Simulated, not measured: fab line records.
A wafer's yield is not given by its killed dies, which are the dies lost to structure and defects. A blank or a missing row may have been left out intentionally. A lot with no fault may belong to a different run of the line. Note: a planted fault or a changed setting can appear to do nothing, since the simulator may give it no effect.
fab line records | flow nand_harc | part 1 of 2: steps 1 to 21 of 29
[record] lots = 5 wafers = 15 last_day = 23
route steps=1159 shown P_GATE@215 P_CONTACT@217
lots untouched by any fault: they come from a run of this same line in which no faults occurred
start_h: the number of hours between the record's first day and the start of the first shown wafer of the lot | wait_h: how many hours have passed since the lot's step before this one | " same as the row above | L1.1+2: a single row standing in for several wafers | - no value, or no start was given | * or withheld: withheld | < > ~ a bound
route shown NAME@n: NAME is a module with steps in the file, n the number in the route of the first one | usual: mean and standard deviation over wafers with no fault | same: alike in all rows | chamber/n: place in a boat | sites: readings site by site | _std_site: standard deviation of those values | _edge_site: mean of outer sites minus mean of inner sites | radius_mm: how far each site lies from the wafer's centre | mask NAME#n: copy n | behind: tool/chamber where the wafer was last shaped | hold: cause of the lot's hold/its duration in hours/its outcome | device: names the non-switching transistor (n, p or np) | end of line: the same wafers' tests at the end of the route | step lacking rows: just its recipe | killed: the dies lost at the first sort to structure and to defects; this is not the yield of the wafer | map: the dies of a wafer, with x for killed, . for not killed, _ for no die there
set.NAME: the run value of the setting; set.NAME@STEP: its run value at that earlier step | model.NAME: the simulator's own value behind a step, which no gauge read
lots seen at some steps along the route; tables by step, rows by wafer
services: from which hour (start_h, from the record's first day; less than 0 if before it) a tool's chamber was out of use, for how many hours, and why
[[steps]]
[step NHARC_P_GATE_RTA_82]
[recipe] temp_c = 450 time_s = 30
[usual] lamp_power_pct = 4.5/0.43 wafer_temp_C_max = 452.8/1.2
[same] time_s = 30
// columns lot.wafer tool chamber start_h wait_h lamp_power_pct wafer_temp_C_max
L077.3 rtp_anneal-02 0 121.13 - 4.7 452.8
L077.5 " 0 " " 4.7 453.9
L077.6 " 0 " " 4.7 453.1
L078.1 rtp_anneal-01 0 128.10 - 3.8 451.0
L078.2 " 0 " " 3.8 451.4
L078.3 " 0 " " 3.8 451.1
L083.1 rtp_anneal-01 0 162.15 - 3.8 450.8
L083.2 " 0 " " 3.8 450.8
L083.3 " 0 " " 3.8 451.6
L088.2 rtp_anneal-02 0 183.90 - 4.7 453.2
L088.4 " 0 " " 4.7 453.6
L088.5 " 0 " " 4.7 452.6
L092.3 rtp_anneal-02 0 217.45 - 4.7 453.1
L092.4 " 0 " " 4.7 453.1
L092.6 " 0 " " 4.7 453.8
[step NHARC_P_GATE_INSPECT_68]
[usual] raw_defect_count = 221/82
// columns lot.wafer tool chamber start_h wait_h raw_defect_count
L077.3 defect_inspect-01 - 121.27 0.1 171
L077.5 " - " " 129
L077.6 " - " " 149
L078.1 defect_inspect-01 - 128.30 0.2 166
L078.2 " - " " 98
L078.3 " - " " 132
L083.1 defect_inspect-01 - 162.35 0.2 153
L083.2 " - " " 163
L083.3 " - " " 170
L088.2 defect_inspect-02 - 184.07 0.1 382
L088.4 " - " " 386
L088.5 " - " " 250
L092.3 defect_inspect-01 - 217.59 0.1 356
L092.4 " - " " 230
L092.6 " - " " 290
[step NHARC_P_CONTACT_DEP_30]
[recipe] target_thk_a = 300 temp_c = 400 target_thk_nm = 30 flow_sccm = 200 rf_w = 450 material = SiNx
[usual] heater_power_w = 725/67 susceptor_temp_C = 400.00/0.22
// columns lot.wafer tool chamber start_h wait_h heater_power_w since_wet_clean_h susceptor_temp_C
L077.3 pecvd-01 2 121.41 0.1 753 52 399.93
L077.6 " 0 " " 657 - 399.96
L077.5 " 2 " " 774 - 399.69
L078.3 pecvd-04 2 128.37 0.1 599 100 400.15
L078.2 " 0 " " 786 100 399.79
L078.1 " 1 " " 795 100 399.86
L083.1 pecvd-04 0 162.42 0.1 785 134 399.79
L083.3 " 1 " " 781 134 399.68
L083.2 " 2 " " 697 134 400.03
L088.2 pecvd-01 1 184.22 0.2 713 115 400.17
L088.5 " 0 " " 679 - 399.88
L088.4 " 1 " " 725 - 400.01
L092.3 pecvd-04 0 217.70 0.1 780 8 400.34
L092.6 " 0 " " 798 - 400.23
L092.4 " 1 " " 750 - 399.95
[step NHARC_P_CONTACT_DEP_00]
[recipe] target_thk_a = 5000 temp_c = 400 pressure_torr = 6.5 rf_w = 900 teos_flow_sccm = 161.4 flow_sccm = 2650 target_thk_nm = 500 gas = O2 material = SiO2
[usual] heater_power_w = 562/74 susceptor_temp_C = 400.05/0.21 throttle_valve_pct = 16.2/0.39
// columns lot.wafer tool chamber start_h wait_h heater_power_w since_wet_clean_h susceptor_temp_C throttle_valve_pct
L077.3 pecvd-01 2 - - 524 53 399.84 16.3
L077.6 " 0 " " 490 - 400.08 16.0
L077.5 " 2 " " 554 - 399.79 16.5
L078.3 pecvd-04 2 - - 505 100 399.77 16.8
L078.2 " 0 " " 625 100 400.05 16.1
L078.1 " 1 " " 625 100 399.97 16.5
L083.1 pecvd-04 0 - - 609 134 400.04 15.9
L083.3 " 1 " " 606 134 399.86 16.1
L083.2 " 2 " " 494 134 399.95 16.7
L088.2 pecvd-01 1 - - 530 116 399.89 16.4
L088.5 " 0 " " 533 - 400.57 15.5
L088.4 " 1 " " 553 - 399.78 16.4
L092.3 pecvd-04 0 - - 657 8 399.83 16.1
L092.6 " 0 " " 505 - 400.07 16.6
L092.4 " 1 " " 607 - 400.47 16.1
[step NHARC_P_CONTACT_CMP_01]
[recipe] target_thk_nm = 200 material = SiO2
[usual] motor_current_A = 12.3/1.5
// columns lot.wafer tool chamber start_h wait_h motor_current_A
L077.3 cmp-03 1 122.12 - 15.0
L077.5 " 2 " " 13.7
L077.6 " 3 " " 9.4
L078.2 cmp-01 3 129.10 - 11.3
L078.3 " 0 " " 14.0
L078.1 " 1 " " 11.7
L083.1 cmp-02 3 163.14 - 12.7
L083.3 " 0 " " 12.7
L083.2 " 2 " " 11.2
L088.2 cmp-03 1 184.86 - 14.9
L088.4 " 0 " " 12.4
L088.5 " 1 " " 14.3
L092.4 cmp-03 0 218.38 - 12.3
L092.3 " 1 " " 14.6
L092.6 " 0 " " 12.2
[step NHARC_P_CONTACT_SRD_03]
// columns lot.wafer tool chamber start_h wait_h
L077.6+5+3 wet_bench-02 7,1,2 122.35 0.0
L078.3+2+1 wet_bench-06 5,1,2 129.37 0.0
L083.2+3+1 wet_bench-06 3,5,7 163.43 0.0
L088.4+2+5 wet_bench-03 6,0,1 185.15 0.0
L092.4+6+3 wet_bench-02 1,3,5 218.67 0.0
[step NHARC_P_CONTACT_DEHYDRATE_04]
[recipe] temp_c = 150 time_s = 120
[usual] plate_temp_C = 150.00/0.14 resist_line_temp_C = 23.04/0.099
[same] time_s = 120
// columns lot.wafer tool chamber start_h wait_h plate_temp_C resist_line_temp_C
L077.3 litho_track-01 0 122.43 0.1 150.00 23.12
L077.5 " 0 " " 149.87 22.99
L077.6 " 0 " " 150.04 23.10
L078.1 litho_track-06 0 129.46 0.1 149.93 23.19
L078.2 " 0 " " 149.91 23.05
L078.3 " 0 " " 149.94 23.05
L083.1 litho_track-01 0 163.51 0.1 150.07 22.94
L083.2 " 0 " " 150.04 22.92
L083.3 " 0 " " 150.40 23.10
L088.2 litho_track-06 0 185.24 0.1 149.89 23.12
L088.4 " 0 " " 149.77 23.06
L088.5 " 0 " " 149.97 23.06
L092.3 litho_track-06 0 218.77 0.1 150.11 23.16
L092.4 " 0 " " 150.13 23.17
L092.6 " 0 " " 150.00 23.03
[step NHARC_P_CONTACT_HMDS_05]
[recipe] time_s = 30
[usual] resist_line_temp_C = 23.00/0.11
[same] time_s = 30
// columns lot.wafer tool chamber start_h wait_h resist_line_temp_C
L077.3 litho_track-01 0 - - 22.99
L077.5 " 0 " " 23.07
L077.6 " 0 " " 23.06
L078.1 litho_track-06 0 - - 22.92
L078.2 " 0 " " 22.90
L078.3 " 0 " " 22.94
L083.1 litho_track-01 0 - - 23.00
L083.2 " 0 " " 22.99
L083.3 " 0 " " 22.84
L088.2 litho_track-06 0 - - 22.77
L088.4 " 0 " " 22.95
L088.5 " 0 " " 22.95
L092.3 litho_track-06 0 - - 22.93
L092.4 " 0 " " 22.95
L092.6 " 0 " " 23.04
[step NHARC_P_CONTACT_COAT_33]
[recipe] temp_c = 260 time_s = 75
[usual] plate_temp_C = 260.04/0.18 resist_line_temp_C = 23.01/0.11
[same] time_s = 75
// columns lot.wafer tool chamber start_h wait_h plate_temp_C resist_line_temp_C
L077.3 litho_track-01 0 - - 260.34 22.92
L077.5 " 0 " " 260.42 22.96
L077.6 " 0 " " 260.16 23.01
L078.1 litho_track-06 0 - - 260.12 23.05
L078.2 " 0 " " 259.87 23.20
L078.3 " 0 " " 259.88 23.09
L083.1 litho_track-01 0 - - 260.06 22.86
L083.2 " 0 " " 260.06 23.00
L083.3 " 0 " " 259.95 23.04
L088.2 litho_track-06 0 - - 260.13 23.17
L088.4 " 0 " " 260.27 22.97
L088.5 " 0 " " 260.09 23.12
L092.3 litho_track-06 0 - - 260.15 22.97
L092.4 " 0 " " 260.19 22.80
L092.6 " 0 " " 260.24 22.94
[step NHARC_P_CONTACT_COAT_34]
[recipe] temp_c = 225 time_s = 65
[usual] plate_temp_C = 224.97/0.15 resist_line_temp_C = 22.99/0.11
[same] time_s = 65
// columns lot.wafer tool chamber start_h wait_h plate_temp_C resist_line_temp_C
L077.3 litho_track-01 0 - - 224.79 23.13
L077.5 " 0 " " 224.92 23.02
L077.6 " 0 " " 225.20 23.07
L078.1 litho_track-06 0 - - 224.90 23.10
L078.2 " 0 " " 224.96 23.07
L078.3 " 0 " " 225.17 22.88
L083.1 litho_track-01 0 - - 225.12 22.92
L083.2 " 0 " " 225.20 22.94
L083.3 " 0 " " 225.13 23.10
L088.2 litho_track-06 0 - - 224.81 23.02
L088.4 " 0 " " 225.21 23.02
L088.5 " 0 " " 224.93 22.99
L092.3 litho_track-06 0 - - 225.11 23.08
L092.4 " 0 " " 224.81 23.20
L092.6 " 0 " " 225.05 23.15
[step NHARC_P_CONTACT_COAT_06]
[recipe] spin_rpm = 1500 resist_thk_nm = 90
[usual] dispense_pressure_kPa = 48.0/2.8 resist_line_temp_C = 23.02/0.097 spin_speed_rpm = 1500.1/0.84
// columns lot.wafer tool chamber start_h wait_h dispense_pressure_kPa resist_line_temp_C spin_speed_rpm
L077.3 litho_track-01 0 - - 44.4 23.06 1501.1
L077.5 " 0 " " 44.4 22.94 1499.7
L077.6 " 0 " " 44.4 22.99 1499.2
L078.1 litho_track-06 0 - - 49.4 23.08 1500.9
L078.2 " 0 " " 49.4 23.10 1501.4
L078.3 " 0 " " 49.4 23.06 1500.7
L083.1 litho_track-01 0 - - 44.4 22.96 1500.9
L083.2 " 0 " " 44.4 23.08 1501.5
L083.3 " 0 " " 44.4 22.85 1501.5
L088.2 litho_track-06 0 - - 49.4 22.96 1500.1
L088.4 " 0 " " 49.4 22.88 1500.0
L088.5 " 0 " " 49.4 23.02 1500.8
L092.3 litho_track-06 0 - - 49.4 23.05 1497.8
L092.4 " 0 " " 49.4 23.15 1499.8
L092.6 " 0 " " 49.4 23.08 1499.9
[step NHARC_P_CONTACT_SOFTBAKE_07]
[recipe] temp_c = 105 time_s = 55
[usual] plate_temp_C = 105.01/0.13 resist_line_temp_C = 22.99/0.11
[same] time_s = 55
// columns lot.wafer tool chamber start_h wait_h plate_temp_C resist_line_temp_C
L077.3 litho_track-01 0 - - 105.17 22.95
L077.5 " 0 " " 105.12 22.95
L077.6 " 0 " " 105.11 23.03
L078.1 litho_track-06 0 - - 105.00 23.01
L078.2 " 0 " " 104.90 23.16
L078.3 " 0 " " 104.97 23.03
L083.1 litho_track-01 0 - - 104.97 22.91
L083.2 " 0 " " 104.92 22.91
L083.3 " 0 " " 105.17 23.00
L088.2 litho_track-06 0 - - 104.97 23.03
L088.4 " 0 " " 104.74 22.96
L088.5 " 0 " " 104.85 23.09
L092.3 litho_track-06 0 - - 105.29 22.99
L092.4 " 0 " " 105.26 23.03
L092.6 " 0 " " 105.25 22.87
[step NHARC_P_CONTACT_EBR_08]
[usual] resist_line_temp_C = 22.99/0.095
// columns lot.wafer tool chamber start_h wait_h resist_line_temp_C
L077.3 litho_track-01 0 - - 23.04
L077.5 " 0 " " 23.00
L077.6 " 0 " " 22.94
L078.1 litho_track-06 0 - - 22.93
L078.2 " 0 " " 23.02
L078.3 " 0 " " 23.02
L083.1 litho_track-01 0 - - 23.08
L083.2 " 0 " " 22.83
L083.3 " 0 " " 22.88
L088.2 litho_track-06 0 - - 22.93
L088.4 " 0 " " 22.96
L088.5 " 0 " " 23.05
L092.3 litho_track-06 0 - - 23.01
L092.4 " 0 " " 22.96
L092.6 " 0 " " 22.95
[step NHARC_P_CONTACT_EXPOSE_09]
[recipe] na = 1.35 target_cd_nm = 90 dose_mj = 81.26 mask_id = P_CA
// columns lot.wafer tool chamber start_h wait_h mask
L077.3+5+6 arfi_scanner-01 0 122.75 - P_CA#0
L078.1+2+3 arfi_scanner-03 0 129.77 - P_CA#0
L083.1+2+3 arfi_scanner-03 0 163.82 - P_CA#0
L088.2+4+5 arfi_scanner-01 0 185.43 - P_CA#0
L092.3+4+6 arfi_scanner-01 0 219.08 - P_CA#0
[step NHARC_P_CONTACT_PEB_10]
[recipe] peb_temp_c = 100 peb_time_s = 65
[usual] plate_temp_C = 99.99/0.13 resist_line_temp_C = 23.01/0.089
// columns lot.wafer tool chamber start_h wait_h plate_temp_C resist_line_temp_C
L077.3 litho_track-01 0 122.80 0.0 99.78 23.02
L077.5 " 0 " " 99.85 23.05
L077.6 " 0 " " 100.07 23.08
L078.1 litho_track-01 0 129.83 0.1 100.00 22.92
L078.2 " 0 " " 99.99 22.98
L078.3 " 0 " " 99.93 22.98
L083.1 litho_track-06 0 163.88 0.1 99.72 23.01
L083.2 " 0 " " 99.90 23.07
L083.3 " 0 " " 99.98 23.11
L088.2 litho_track-01 0 185.48 0.1 99.96 22.93
L088.4 " 0 " " 100.09 22.91
L088.5 " 0 " " 100.01 22.93
L092.3 litho_track-04 0 219.14 0.0 100.05 22.94
L092.4 " 0 " " 99.79 23.01
L092.6 " 0 " " 100.15 23.01
[step NHARC_P_CONTACT_DEVELOP_11]
[recipe] develop_time_s = 35 dev_temp_c = 23
[usual] resist_line_temp_C = 22.98/0.12
// columns lot.wafer tool chamber start_h wait_h resist_line_temp_C
L077.3 litho_track-01 0 - - 23.01
L077.5 " 0 " " 22.93
L077.6 " 0 " " 23.10
L078.1 litho_track-01 0 - - 23.13
L078.2 " 0 " " 23.19
L078.3 " 0 " " 23.01
L083.1 litho_track-06 0 - - 23.24
L083.2 " 0 " " 23.04
L083.3 " 0 " " 22.92
L088.2 litho_track-01 0 - - 22.92
L088.4 " 0 " " 23.00
L088.5 " 0 " " 23.04
L092.3 litho_track-04 0 - - 23.02
L092.4 " 0 " " 22.81
L092.6 " 0 " " 22.89
[step NHARC_P_CONTACT_CD_MEAS_12]
[recipe] target_cd_nm = 90 landing_energy_ev = 500
[usual] cd_nm = 90.3/0.66
// columns lot.wafer tool chamber start_h wait_h cd_nm
L077.3 cd_sem-02 0 122.88 - 89.8
L077.5 " 0 " " 89.0
L077.6 " 0 " " 89.3
L078.1 cd_sem-01 0 129.90 - 91.9
L078.2 " 0 " " 90.9
L078.3 " 0 " " 91.3
L083.1 cd_sem-01 0 163.96 - 90.3
L083.2 " 0 " " 91.0
L083.3 " 0 " " 90.6
L088.2 cd_sem-01 0 185.56 - 90.7
L088.4 " 0 " " 91.6
L088.5 " 0 " " 90.4
L092.3 cd_sem-02 0 219.22 - 90.1
L092.4 " 0 " " 90.2
L092.6 " 0 " " 89.6
[step NHARC_P_CONTACT_OVL_MEAS_13]
[usual] overlay_x_nm = -0.1/0.88 overlay_y_nm = 0.0/0.74
// columns lot.wafer tool chamber start_h wait_h overlay_x_nm overlay_y_nm
L077.3 overlay-01 - 122.97 - -0.8 1.0
L077.5 " - " " -1.0 1.1
L077.6 " - " " -0.2 0.8
L078.1 overlay-01 - 130.01 - 1.1 0.0
L078.2 " - " " 1.0 -0.2
L078.3 " - " " 0.3 -0.3
L083.1 overlay-02 - 164.05 - -1.4 0.0
L083.2 " - " " -1.0 0.6
L083.3 " - " " -1.0 0.3
L088.2 overlay-01 - 185.65 - -0.9 -1.2
L088.4 " - " " -1.0 -1.1
L088.5 " - " " -0.8 -1.5
L092.3 overlay-01 - 219.31 - -0.2 -0.2
L092.4 " - " " 0.5 0.8
L092.6 " - " " 0.1 0.8
[step NHARC_P_CONTACT_INSPECT_14]
[usual] raw_defect_count = 3.8/2.3
// columns lot.wafer tool chamber start_h wait_h raw_defect_count
L077.3 defect_inspect-01 - 123.00 0.0 3
L077.5 " - " " 2
L077.6 " - " " 4
L078.1 defect_inspect-02 - 130.04 0.0 6
L078.2 " - " " 6
L078.3 " - " " 8
L083.1 defect_inspect-01 - 164.09 0.0 5
L083.2 " - " " 7
L083.3 " - " " 5
L088.2 defect_inspect-02 - 185.69 0.0 3
L088.4 " - " " 4
L088.5 " - " " 6
L092.3 defect_inspect-02 - 219.34 0.0 3
L092.4 " - " " 4
L092.6 " - " " 2
[step NHARC_P_CONTACT_DESCUM_17]
[recipe] time_s = 3 o2_flow_sccm = 200 ar_flow_sccm = 0 bias_power_w = 0 chemistry = O2
[usual] chamber_pressure_mTorr = 60.01/0.051 drypump_motor_current_A = 5.9/0.48 oes_product_au = 0.998/0.01 rf_vpp_V = 57.8/0.81 showerhead_plenum_p_Torr = 1.92/0.086 throttle_valve_pct = 11.312/0.0086
[same] time_s = 3
// columns lot.wafer tool chamber start_h wait_h chamber_pressure_mTorr drypump_motor_current_A oes_product_au rf_hours_counter_h rf_vpp_V showerhead_plenum_p_Torr throttle_valve_pct
L077.3 rie_diel-04 1 123.08 0.1 60.03 5.6 0.985 0 58.1 1.82 11.307
L077.5 " 3 " " 59.97 6.7 1.002 - 57.0 1.83 11.329
L077.6 " 0 " " 60.02 5.9 0.989 - 57.6 1.84 11.304
L078.3 rie_diel-04 2 130.11 0.1 60.04 5.4 1.016 1 58.2 1.97 11.310
L078.1 " 3 " " 59.93 6.6 0.987 1 57.6 1.83 11.303
L078.2 " 0 " " 60.00 5.9 0.990 1 57.3 1.84 11.309
L083.3 rie_diel-04 2 164.16 0.1 60.00 5.4 1.006 6 57.8 1.97 11.315
L083.2 " 3 " " 60.00 6.7 1.000 6 58.5 1.83 11.306
L083.1 " 1 " " 60.09 5.6 0.993 6 58.0 1.82 11.311
L088.4 rie_diel-08 3 185.75 0.1 59.98 5.8 1.002 4 57.5 2.03 11.315
L088.2 " 1 " " 60.03 6.2 1.004 4 58.0 1.92 11.315
L088.5 " 2 " " 60.03 5.0 1.014 - 57.6 2.01 11.310
L092.3 rie_diel-04 2 219.40 0.1 60.00 5.4 1.013 10 59.0 1.96 11.309
L092.4 " 3 " " 59.98 6.6 1.004 11 57.3 1.82 11.318
L092.6 " 3 " " 60.03 6.7 1.000 - 57.4 1.82 11.297
[step NHARC_P_CONTACT_ETCH_35]
[recipe] target_depth_a = 390 over_etch_frac = 0.3 time_s = 65 ion_energy_ev = 80 cf4_flow_sccm = 150 ar_flow_sccm = 0 rf_w = 300 bias_w = 100 chemistry = CF4
[usual] chamber_pressure_mTorr = 50.00/0.046 drypump_motor_current_A = 5.9/0.47 oes_product_au = 0.996/0.0096 rf_vpp_V = 151.3/1.2 showerhead_plenum_p_Torr = 1.77/0.072 throttle_valve_pct = 13.284/0.0097
[same] time_s = 65
// columns lot.wafer tool chamber start_h wait_h chamber_pressure_mTorr drypump_motor_current_A oes_product_au rf_hours_counter_h rf_vpp_V showerhead_plenum_p_Torr throttle_valve_pct
L077.3 rie_diel-04 0 123.17 0.1 49.98 5.9 0.982 0 150.9 1.71 13.274
L077.6 " 1 " " 49.94 5.6 0.977 - 149.2 1.69 13.290
L077.5 " 2 " " 50.08 5.4 1.006 - 151.9 1.82 13.276
L078.2 rie_diel-04 1 130.19 0.1 49.96 5.6 0.987 1 149.4 1.69 13.291
L078.3 " 3 " " 49.94 6.7 0.998 1 150.7 1.69 13.283
L078.1 " 0 " " 50.04 5.9 0.988 1 150.3 1.71 13.278
L083.2 rie_diel-04 1 164.26 0.1 49.97 5.6 0.981 6 150.1 1.69 13.281
L083.1 " 2 " " 49.92 5.4 0.996 6 152.6 1.81 13.270
L083.3 " 3 " " 49.96 6.6 0.997 6 150.4 1.69 13.283
L088.2 rie_diel-08 0 185.83 0.1 50.01 6.1 0.992 4 152.5 1.77 13.288
L088.4 " 3 " " 50.04 5.8 0.988 4 152.0 1.87 13.293
L088.5 " 1 " " 50.00 6.2 0.997 - 151.3 1.78 13.285
L092.4 rie_diel-04 0 219.49 0.1 50.01 5.9 0.989 6 149.8 1.70 13.288
L092.3 " 2 " " 49.99 5.4 1.012 10 151.8 1.81 13.284
L092.6 " 1 " " 49.96 5.5 0.994 - 150.4 1.69 13.265
